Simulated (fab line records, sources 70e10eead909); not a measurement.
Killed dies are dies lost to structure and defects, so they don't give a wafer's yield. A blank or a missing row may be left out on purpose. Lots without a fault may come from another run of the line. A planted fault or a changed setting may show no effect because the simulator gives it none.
fab line records | flow nand_harc
record lots=6 wafers=18 last_day=33
route steps=1302 shown A_M1@1171 END@1302
lots that met no fault: from a run of the same line without faults
start_h: hours from the record's first day to the start of the lot's first wafer shown | wait_h: hours since the lot's step before | " the same as in the row above | L1.1+2: a row that stands for several wafers | - no value, or no start given | * or withheld: withheld | < > ~ a bound
route shown NAME@n: a module of which the file shows steps, and the number in the route of the first | usual: mean/standard deviation of fault-free wafers | same: alike in all rows | chamber/n: place in a boat | sites: the reading at each site | _std_site: their standard deviation | _edge_site: outer sites' mean less inner sites' | radius_mm: how far each site lies from the wafer's centre | mask NAME#n: copy n | behind: the tool/chamber that last shaped the wafer | hold: why the lot was held/for how many hours/how that ended | device: the transistor (n, p or np) that didn't switch | end of line: the same wafers' tests at the end of the route | a step without rows: its recipe alone | killed: dies lost to structure and defects at the first sort, not the wafer's yield | map: a wafer's dies, x killed, . not, _ none there
set.NAME: the setting as run; set.NAME@STEP: as run at that earlier step | model.NAME: the simulator's own value behind a step, which no gauge read
lots at some steps of the route; a table a step, a row a wafer
services: from which hour (start_h, from the record's first day; less than 0 if before it) a tool's chamber was out of use, for how many hours, and why
## steps
# step NHARC_A_M1_HMDS_02
# recipe time_s=30
# step NHARC_A_M1_COAT_34
# recipe temp_c=200 time_s=65
# step NHARC_A_M1_COAT_03
# recipe spin_rpm=1500 resist_thk_nm=90
# step NHARC_A_M1_SOFTBAKE_04
# recipe temp_c=105 time_s=55
# step NHARC_A_M1_EBR_05
# step NHARC_A_M1_EXPOSE_06
# recipe na=1.35 target_cd_nm=120 dose_mj=75.13 mask_id=A_M1
# step NHARC_A_M1_PEB_07
# recipe peb_temp_c=100 peb_time_s=65
# step NHARC_A_M1_DEVELOP_08
# recipe develop_time_s=35 dev_temp_c=23
# step NHARC_A_M1_CD_MEAS_09
# recipe target_cd_nm=120 landing_energy_ev=500
# usual cd_nm=120.3/0.54
# columns lot.wafer tool chamber start_h wait_h cd_nm
L270.1 cd_sem-03 0 607.09 - 120.9
L270.3 " 0 " " 120.9
L270.5 " 0 " " 121.5
L272.1 cd_sem-03 0 624.91 - 120.4
L272.4 " 0 " " 119.6
L272.5 " 0 " " 119.8
L276.1 cd_sem-03 0 660.55 - 119.8
L276.2 " 0 " " 120.2
L276.5 " 0 " " 120.2
L278.3 cd_sem-03 0 682.95 - 119.6
L278.4 " 0 " " 120.5
L278.6 " 0 " " 121.1
L282.1 cd_sem-01 0 716.97 - 120.9
L282.2 " 0 " " 120.2
L282.6 " 0 " " 120.6
L285.1 cd_sem-02 0 747.44 - 120.2
L285.2 " 0 " " 120.0
L285.3 " 0 " " 120.0
# step NHARC_A_M1_OVL_MEAS_10
# recipe pitch_nm=240
# usual overlay_x_nm=0.0/0.96 overlay_y_nm=0.2/1.2
# columns lot.wafer tool chamber start_h wait_h overlay_x_nm overlay_y_nm
L270.1 overlay-01 - 607.18 - 2.0 0.4
L270.3 " - " " 2.6 0.3
L270.5 " - " " 1.5 0.7
L272.1 overlay-02 - 625.00 - -1.5 -0.4
L272.4 " - " " -0.9 -0.4
L272.5 " - " " -1.5 -0.4
L276.1 overlay-02 - 660.64 - -0.4 1.5
L276.2 " - " " 0.0 1.4
L276.5 " - " " -0.2 1.0
L278.3 overlay-02 - 683.04 - -0.8 1.4
L278.4 " - " " -1.3 1.2
L278.6 " - " " -0.8 1.1
L282.1 overlay-01 - 717.06 - 1.2 -1.1
L282.2 " - " " 1.5 -1.6
L282.6 " - " " 1.8 -1.7
L285.1 overlay-02 - 747.53 - -1.4 0.2
L285.2 " - " " -1.4 0.6
L285.3 " - " " -1.2 -0.3
# step NHARC_A_M1_INSPECT_11
# usual raw_defect_count=89/37
# columns lot.wafer tool chamber start_h wait_h raw_defect_count
L270.1 defect_inspect-01 - 607.22 0.0 31
L270.3 " - " " 35
L270.5 " - " " 34
L272.1 defect_inspect-01 - 625.04 0.0 93
L272.4 " - " " 87
L272.5 " - " " 114
L276.1 defect_inspect-01 - 660.67 0.0 59
L276.2 " - " " 67
L276.5 " - " " 76
L278.3 defect_inspect-01 - 683.07 0.0 113
L278.4 " - " " 106
L278.6 " - " " 110
L282.1 defect_inspect-01 - 717.10 0.0 124
L282.2 " - " " 116
L282.6 " - " " 121
L285.1 defect_inspect-02 - 747.57 0.0 130
L285.2 " - " " 141
L285.3 " - " " 128
# step NHARC_A_M1_DESCUM_14
# recipe time_s=3 o2_flow_sccm=200 ar_flow_sccm=0 bias_power_w=0 chemistry=O2
# usual drypump_motor_current_A=5.5/0.53 oes_product_au=1.001/0.017 rf_vpp_V=57.8/0.93 showerhead_plenum_p_Torr=1.91/0.085 throttle_valve_pct=11.313/0.0095
# columns lot.wafer tool chamber start_h wait_h drypump_motor_current_A oes_product_au rf_hours_counter_h rf_vpp_V showerhead_plenum_p_Torr throttle_valve_pct
L270.3 rie_diel-01 2 607.28 0.1 5.9 0.968 1.1 58.5 1.86 11.323
L270.1 " 1 " " 5.2 1.019 1.1 60.0 2.05 11.306
L270.5 " 3 " " 5.9 1.000 - 57.9 1.80 11.308
L272.1 rie_diel-02 0 625.11 0.1 5.2 0.965 1.2 57.5 1.82 11.296
L272.4 " 2 " " 5.0 0.998 1.2 56.9 1.87 11.303
L272.5 " 3 " " 6.2 1.017 - 57.0 1.78 11.314
L276.1 rie_diel-01 0 660.74 0.1 6.2 0.990 3.7 57.9 2.01 11.312
L276.2 " 3 " " 5.9 1.006 3.8 56.7 1.79 11.318
L276.5 " 0 " " 6.2 0.982 - 58.7 2.01 11.309
L278.3 rie_diel-01 1 683.13 0.1 5.2 1.024 4.6 57.9 2.05 11.310
L278.4 " 3 " " 5.9 1.013 4.8 57.0 1.79 11.315
L278.6 " 2 " " 5.9 0.977 - 57.5 1.86 11.348
L282.2 rie_diel-10 1 717.18 0.1 5.7 1.010 6.5 57.3 1.99 11.323
L282.1 " 2 " " 6.1 1.016 4.9 57.2 1.92 11.314
L282.6 " 0 " " 4.9 0.997 - 58.2 1.89 11.323
L285.1 rie_diel-01 0 747.63 0.1 6.2 0.985 0.9 56.3 2.01 11.299
L285.2 " 1 " " 5.2 1.014 0.9 58.2 2.04 11.306
L285.3 " 2 " " 5.8 0.970 0.5 57.4 1.85 11.315
# step NHARC_A_M1_ETCH_35
# recipe target_depth_a=400 overetch_a=120 time_s=43.94 ion_energy_ev=200 n2_flow_sccm=150 h2_flow_sccm=150 ar_flow_sccm=0 rf_w=400 bias_w=150 chemistry=N2/H2
# usual drypump_motor_current_A=5.6/0.54 oes_product_au=0.999/0.017 rf_fwd_power_W=395.3/1.5 rf_vpp_V=430.6/2.6 run_length_s=65.3/0.4 showerhead_plenum_p_Torr=2.04/0.092 throttle_valve_pct=14.170/0.0096
# columns lot.wafer tool chamber start_h wait_h drypump_motor_current_A oes_product_au rf_fwd_power_W rf_hours_counter_h rf_vpp_V run_length_s showerhead_plenum_p_Torr throttle_valve_pct
L270.3 rie_diel-01 1 607.36 0.1 5.2 1.022 392.9 1.1 435.4 65.6 2.19 14.171
L270.1 " 3 " " 5.9 1.004 395.1 0.5 426.2 65.8 1.91 14.180
L270.5 " 2 " " 5.9 0.982 393.7 - 429.5 65.1 1.98 14.173
L272.1 rie_diel-02 2 625.19 0.1 5.0 1.006 395.7 1.2 428.5 65.9 1.99 14.182
L272.4 " 3 " " 6.2 1.037 392.9 1.1 426.1 65.2 1.89 14.161
L272.5 " 1 " " 6.7 0.987 395.3 - 431.2 64.6 2.10 14.175
L276.1 rie_diel-01 0 660.83 0.1 6.2 0.982 - 3.7 432.0 51.4 2.14 14.180
L276.2 " 1 " " 5.2 1.001 393.9 3.7 434.6 66.1 2.18 14.179
L276.5 " 0 " " 6.2 0.981 - - 432.3 50.9 2.14 14.166
L278.4 rie_diel-01 3 683.23 0.1 5.9 1.008 397.0 4.8 428.1 65.3 1.91 14.168
L278.3 " 0 " " 6.2 0.991 - 4.7 434.2 50.9 2.14 14.177
L278.6 " 1 " " 5.2 1.011 394.0 - 433.2 65.5 2.18 14.167
L282.1 rie_diel-10 3 717.25 0.1 5.0 1.024 393.6 6.5 432.2 65.5 2.13 14.167
L282.2 " 0 " " 4.9 0.990 397.8 6.0 429.5 65.1 2.02 14.161
L282.6 " 3 " " 5.0 1.008 394.7 - 432.0 65.4 2.13 14.176
L285.1 rie_diel-01 0 747.71 0.1 6.2 0.989 395.4 0.9 432.6 64.6 2.14 14.184
L285.2 " 1 " " 5.3 1.023 394.2 0.9 433.7 65.7 2.18 14.184
L285.3 " 3 " " 5.9 1.011 394.6 0.5 426.8 65.6 1.91 14.167
# step NHARC_A_M1_ETCH_15
# recipe target_depth_a=1825 time_s=91.2 c4f8_flow_sccm=withheld ar_flow_sccm=400 rf_w=600 bias_w=300 chemistry=C4F8/Ar
# usual oes_product_au=0.951/0.024 rf_fwd_power_W=596.0/1.7 rf_vpp_V=440.5/2.7 run_length_s=112.6/0.41
# columns lot.wafer tool chamber start_h wait_h oes_product_au rf_fwd_power_W rf_hours_counter_h rf_vpp_V run_length_s
L270.1 rie_diel-01 3 - - 0.954 596.6 0.5 438.5 112.7
L270.3 " 1 " " 0.984 592.9 1.2 446.0 113.0
L270.5 " 3 " " 0.955 596.8 - 437.7 112.9
L272.4 rie_diel-02 3 - - 0.985 597.9 1.1 437.3 112.4
L272.1 " 1 " " 0.965 596.1 1.4 441.8 112.0
L272.5 " 3 " " 0.988 595.5 - 436.0 112.4
L276.1 rie_diel-01 2 - - 0.961 593.5 4.2 438.9 112.5
L276.2 " 3 " " 0.991 597.2 3.8 437.2 113.2
L276.5 " 0 " " 0.953 598.0 - 444.4 111.9
L278.3 rie_diel-01 2 - - 0.893 593.4 5.1 439.2 112.3
L278.4 " 3 " " 0.945 597.0 4.8 438.3 112.8
L278.6 " 3 " " 0.942 595.4 - 435.8 113.0
L282.2 rie_diel-10 1 - - 0.931 598.6 6.5 443.5 113.0
L282.1 " 0 " " 0.918 595.1 6.0 439.5 112.4
L282.6 " 1 " " 0.935 597.3 - 444.3 113.2
L285.1 rie_diel-01 2 - - 0.954 595.8 0.5 439.4 112.4
L285.2 " 3 " " 0.988 598.1 0.5 437.8 113.3
L285.3 " 1 " " 0.986 597.3 1.0 445.1 112.8
# step NHARC_END_SORT_01
# recipe temp_c=25
# usual defect_limited_yield=91.6/2.8 killed_at_array=52/19 killed_at_other=1.0/1.2 killed_at_periphery=4.1/2.8 killed_dies=57/19 killed_open=3.1/1.7 killed_short=2.5/1.5 sort_bin_2_pct=3.0/1.2 sort_bin_3_pct=0.6/0.36 sort_bin_4_pct=4.9/1.6 sort_n_pass=620/19 sort_rim_yield_pct=91/5 sort_yield_pct=91.6/2.8
# same gross_dies=677 sort_bin_5_pct[%]=0 sort_bin_6_pct[%]=0 sort_bin_7_pct[%]=0 sort_bin_8_pct[%]=0 sort_rim_n_gross=106.00
# columns lot.wafer tool chamber start_h wait_h defect_limited_yield[%] killed_at_array killed_at_other killed_at_periphery killed_dies killed_open killed_short sort_bin_2_pct[%] sort_bin_3_pct[%] sort_bin_4_pct[%] sort_n_pass sort_rim_yield_pct[%] sort_yield_pct[%]
L270.1 prober-01 0 642.99 2.5 93.4 34 0 11 45 3 6 1.3 0.4 4.9 632 95 93.4
L270.3 prober-01 0 644.59 3.1 94.5 30 0 7 37 2 1 1.9 0.3 3.2 640 96 94.5
L270.5 prober-01 0 646.20 3.7 93.4 35 0 10 45 8 2 1.3 0.1 5.2 632 92 93.4
L272.1 prober-02 0 662.07 2.5 89.2 68 2 3 73 6 4 4.9 0.4 5.5 604 91 89.2
L272.4 prober-02 0 664.44 3.4 91.1 54 2 4 60 4 1 2.2 0.3 6.4 617 92 91.1
L272.5 prober-02 0 665.23 3.7 95.4 27 0 4 31 1 1 1.5 0.7 2.4 646 90 95.4
L276.1 prober-01 0 693.63 2.5 94.7 33 1 2 36 1 3 1.8 0.3 3.2 641 89 94.7
L276.2 prober-01 0 694.44 2.8 92.6 49 0 1 50 1 2 2.5 0.7 4.1 627 98 92.6
L276.5 prober-01 0 696.87 3.7 92.5 48 0 3 51 5 1 1.5 0.7 5.3 626 96 92.5
L285.1 prober-01 0 785.33 2.5 90.0 62 0 6 68 2 2 3.7 0.1 6.2 609 85 90.0
L285.2 prober-01 0 786.13 2.8 89.1 67 0 7 74 0 5 3.4 1.2 6.4 603 96 89.1
L285.3 prober-01 0 786.93 3.1 94.2 30 0 9 39 2 5 2.4 0.4 3.0 638 89 94.2
# killed by level:class
L270.1 A_CHANNEL_HOLE_D2:chamber_film_flake=8 A_CONTACT:chamber_film_flake=7 P_GATE:chamber_film_flake=5 A_CHANNEL_HOLE_D1:chamber_film_flake=4 A_CHANNEL_FILL_D2:chamber_film_flake=3 P_M0:geometric_particle:short=2 A_SGD_CUT:chamber_film_flake=2 P_M0:geometric_particle:open=1
L270.3 A_CHANNEL_HOLE_D2:chamber_film_flake=13 A_CONTACT:chamber_film_flake=7 P_GATE:chamber_film_flake=5 P_M0:chamber_film_flake=2 A_CHANNEL_FILL_D2:chamber_film_flake=2 A_CHANNEL_FILL_D1:geometric_particle:open=1 A_DECK1_JOINT:geometric_particle:short=1 A_ONON_D2:geometric_particle:open=1
L270.5 A_CHANNEL_HOLE_D2:chamber_film_flake=15 A_CONTACT:chamber_film_flake=6 P_GATE:chamber_film_flake=4 A_CHANNEL_HOLE_D1:chamber_film_flake=4 P_M0:geometric_particle:short=2 A_ONON_D2:geometric_particle:open=2 A_M0:geometric_particle:open=2 P_ZERO_WELL:chamber_film_flake=2
L272.1 A_SLIT:chamber_film_flake=34 A_CHANNEL_HOLE_D1:chamber_film_flake=10 A_CHANNEL_HOLE_D2:chamber_film_flake=9 A_M0:geometric_particle:open=3 A_ZERO_WELL:chamber_film_flake=3 A_CONTACT:chamber_film_flake=2 THIN_TSV:chamber_film_flake=2 P_M0:geometric_particle:short=1
L272.4 A_SLIT:chamber_film_flake=27 A_CHANNEL_HOLE_D2:chamber_film_flake=12 P_GATE:chamber_film_flake=4 A_ZERO_WELL:chamber_film_flake=3 A_CHANNEL_FILL_D1:chamber_film_flake=3 A_CONTACT:chamber_film_flake=2 A_ONON_D1:geometric_particle:open=1 A_DECK1_JOINT:geometric_particle:open=1
L272.5 A_SLIT:chamber_film_flake=13 A_CHANNEL_HOLE_D2:chamber_film_flake=6 P_GATE:chamber_film_flake=2 A_CHANNEL_HOLE_D1:chamber_film_flake=2 P_M0:geometric_particle:open=1 A_ONON_D1:geometric_particle:short=1 P_BONDPAD:chamber_film_flake=1 A_ZERO_WELL:chamber_film_flake=1
L276.1 A_CHANNEL_HOLE_D1:chamber_film_flake=14 A_CONTACT:chamber_film_flake=8 A_WL_FILL:chamber_film_flake=4 A_SLIT:chamber_film_flake=3 P_STI:geometric_particle:short=1 A_CHANNEL_FILL_D1:geometric_particle:short=1 A_CHANNEL_HOLE_D2:geometric_particle:short=1 A_BLC:geometric_particle:open=1
L276.2 A_CHANNEL_HOLE_D1:chamber_film_flake=33 A_CHANNEL_HOLE_D2:chamber_film_flake=5 A_WL_FILL:chamber_film_flake=4 A_SLIT:chamber_film_flake=2 A_CONTACT:chamber_film_flake=2 P_GATE:geometric_particle:open=1 A_DECK1_JOINT:geometric_particle:short=1 A_M1:geometric_particle:short=1
L276.5 A_CHANNEL_HOLE_D1:chamber_film_flake=33 A_CHANNEL_HOLE_D2:chamber_film_flake=3 A_WL_FILL:chamber_film_flake=2 A_STAIRCASE:chamber_film_flake=2 A_CONTACT:chamber_film_flake=2 P_GATE:geometric_particle:open=1 P_M0:geometric_particle:open=1 A_CHANNEL_HOLE_D1:geometric_particle:open=1
L285.1 A_CHANNEL_HOLE_D1:chamber_film_flake=23 A_CHANNEL_HOLE_D2:chamber_film_flake=12 A_CONTACT:chamber_film_flake=10 A_SLIT:chamber_film_flake=7 A_STAIRCASE:chamber_film_flake=5 P_STI:chamber_film_flake=3 P_M1:geometric_particle:open=1 A_SOURCE_PLATE:geometric_particle:open=1
L285.2 A_CHANNEL_HOLE_D2:chamber_film_flake=22 A_SLIT:chamber_film_flake=22 A_CHANNEL_HOLE_D1:chamber_film_flake=6 A_STAIRCASE:chamber_film_flake=5 P_STI:chamber_film_flake=4 A_CONTACT:chamber_film_flake=3 P_CONTACT:geometric_particle:short=2 A_DECK1_JOINT:chamber_film_flake=2
L285.3 A_SLIT:chamber_film_flake=9 A_M1:chamber_film_flake=6 P_STI:chamber_film_flake=5 A_CHANNEL_HOLE_D2:chamber_film_flake=4 A_CHANNEL_HOLE_D1:chamber_film_flake=2 A_CONTACT:chamber_film_flake=2 P_GATE:geometric_particle:open=1 P_CONTACT:geometric_particle:short=1
## services
# columns tool chamber start_h hours kind
rie_diel-01 0 591.30 - clean
rie_diel-01 1 591.30 - clean
rie_diel-01 2 591.30 - clean
rie_diel-01 3 591.30 - clean
rie_diel-10 0 592.13 16.9 repair
rie_diel-10 - 596.57 9.0 pm
rie_diel-01 - 612.86 0.8 repair
rie_diel-01 0 615.80 - clean
rie_diel-01 1 615.80 - clean
rie_diel-01 2 615.80 - clean
rie_diel-01 3 615.80 - clean
rie_diel-02 3 625.92 2.2 repair
rie_diel-10 2 630.84 11.7 repair
rie_diel-01 0 640.30 - clean
rie_diel-01 1 640.30 - clean
rie_diel-10 0 669.33 9.5 repair
rie_diel-01 3 703.73 5.8 repair
rie_diel-01 0 719.27 8.7 repair
rie_diel-02 1 722.68 19.2 repair
rie_diel-01 - 727.57 0.9 repair
rie_diel-01 - 734.80 9.0 pm
rie_diel-10 1 735.61 7.2 repair
rie_diel-10 0 741.32 7.0 repair
rie_diel-02 - 747.70 9.0 pm
## key
first_sign step=NHARC_A_M1_ETCH_35 reading=run_length_s direction=down sigmas=36 usual=* struck=*
effect none on later readings
met_at NHARC_A_M1_ETCH_35
struck_wafers L276.1,L276.5,L278.3
fault kind=process_parameter_drift tool=rie_diel-01 chamber=0 onset_h=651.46 steps=NHARC_A_M1_ETCH_35 channel=time_s offset=* shape=step end_h=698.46 acts_in=* stated=*
